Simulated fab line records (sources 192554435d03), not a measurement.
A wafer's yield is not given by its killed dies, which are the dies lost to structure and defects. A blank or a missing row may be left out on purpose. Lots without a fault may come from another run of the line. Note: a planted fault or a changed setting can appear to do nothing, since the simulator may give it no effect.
Problem report in the 8D (eight disciplines) form, filled by code / flow n5-finfet / the parts of the form that need people (team, actions taken, sign-off) are left out

== 1. PROBLEM STATEMENT ==
raw-defect-count at N5_BEOL_M10_INSPECT_30 reads a mean of 1043 on 1 wafer of 1 lot; wafers without a fault read 412 with a standard deviation of 83. That is +7.6 standard deviations from the usual mean.
The step: inspects for defects (brightfield).
Seen first at day 13 13:05 on defect-inspect-02, wafer L554.2. The record holds 28 wafers of 10 lots with a number at this step. Rule for "out" (also "out of limits"): further than 4 standard deviations from the usual mean. All remaining wafers that have a number are taken as sound.

== 2. WHAT IT IS, AND WHAT IT ISN'T ==
question=which readings at this step | is=raw-defect-count | is not=-
question=which lots | is=L554 | is not=L547, L553, L555, L559, L561, L562, L566, L567, L568
question=which wafers of those lots | is=L554.2 | is not=L554.4, L554.5
question=read on which gauges | is=defect-inspect-02 | is not=defect-inspect-01
question=when | is=from day 13 13:05 | is not=up to then (7 sound wafers); but 20 sound wafers of L553, L559, L561, L562, L566, L567, L568 came after

== 3. THE SUSPECTS, EACH WITH WHAT RULES IT OUT ==
Counting: any tool at a process step up to the reading remains a suspect provided it ran every lot that is out. Sound lots after the first of them don't rule it out here, since some wafers of a struck lot are sound.
- the gauge at N5_BEOL_M10_INSPECT_30: ruled out. All the wafers that are out were read on defect-inspect-02, but those of them that N5_PASSIVATION_PROBE_49 has rows for are out there too, on other tools.
- rie-diel-04 at N5_BEOL_M10_ETCH_61 (etches SiARC in CF4, target depth 39 nm, time 65 s): kept. It ran the lot that is out, L554 (day 13 12:13); its last sound lot up to then is L555 (day 13 08:35).
- rie-diel-04 at N5_BEOL_M10_ETCH_62 (etches SOC in N2/H2, target depth 110 nm, overetch 22 nm, time 165 s): kept. It ran the lot that is out, L554 (day 13 12:16); its last sound lot up to then is L555 (day 13 08:38).
- At N5_BEOL_M10_ETCH_61, inside rie-diel-04: chamber 2 took the wafers that are out, while their sound lot-mates went through chambers 0, 3.
- At N5_BEOL_M10_ETCH_62, inside rie-diel-04: chamber 2 took the wafers that are out, while their sound lot-mates went through chambers 0, 3.
Remaining after the count are rie-diel-04 at N5_BEOL_M10_ETCH_61 and rie-diel-04 at N5_BEOL_M10_ETCH_62.

== 4. THE CAUSE (what the simulator had put in) ==
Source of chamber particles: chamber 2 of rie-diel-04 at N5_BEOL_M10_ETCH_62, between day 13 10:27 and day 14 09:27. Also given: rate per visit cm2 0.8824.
Of the 2 suspects that counting leaves, this tool is one.

== 5. SEQUENCE OF EFFECTS, ordered by route ==
Each row: a reading whose mean over the struck wafers that have a number lies more than 3 standard deviations from the usual. Readings are gone through only where the record gives a usual standard deviation; hours: the median, over the lots, of the time from a lot's start at the first step in this table giving one to that lot's start at this step; sigmas: the change measured in usual standard deviations.
hours=0; step=N5_BEOL_M10_INSPECT_30; reading=raw-defect-count; usual=412; on struck wafers=1043; change=+631; sigmas=+7.6
hours=47; step=N5_PASSIVATION_PROBE_49; reading=defect-limited-yield; usual=91.2 %; on struck wafers=81.4; change=-9.8; sigmas=-6.5
hours=47; step=N5_PASSIVATION_PROBE_49; reading=killed_at_M4_up; usual=14; on struck wafers=126; change=+112; sigmas=+22
hours=47; step=N5_PASSIVATION_PROBE_49; reading=killed-dies; usual=104; on struck wafers=220; change=+116; sigmas=+6.4
hours=47; step=N5_PASSIVATION_PROBE_49; reading=killed-on-rim; usual=14; on struck wafers=30; change=+16; sigmas=+3.9
hours=47; step=N5_PASSIVATION_PROBE_49; reading=sort_bin_5_function; usual=5.2 %; on struck wafers=12.5; change=+7.3; sigmas=+7.3
hours=47; step=N5_PASSIVATION_PROBE_49; reading=sort-n-pass; usual=1076; on struck wafers=960; change=-116; sigmas=-6.4
hours=47; step=N5_PASSIVATION_PROBE_49; reading=sort-yield-pct; usual=91.2 %; on struck wafers=81.4; change=-9.8; sigmas=-6.5
Process steps it contains:
- N5_PASSIVATION_PROBE_49

== 6. WHAT WOULD HAVE CAUGHT IT SOONER ==
3 hours passed between the start of the fault at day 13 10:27 and the first reading out of limits at a measuring or inspecting step in this record, taken at day 13 13:05.
No tool reading at N5_BEOL_M10_ETCH_62 that has a usual standard deviation in the record was out on any struck wafer, so an alarm limit of 4 standard deviations on those readings would not have fired.
Each of the lots that are out, 1 in all, had begun N5_BEOL_M10_ETCH_62 on rie-diel-04 no later than day 13 13:05. Had the tool been put on hold then, not one of them would have been saved.
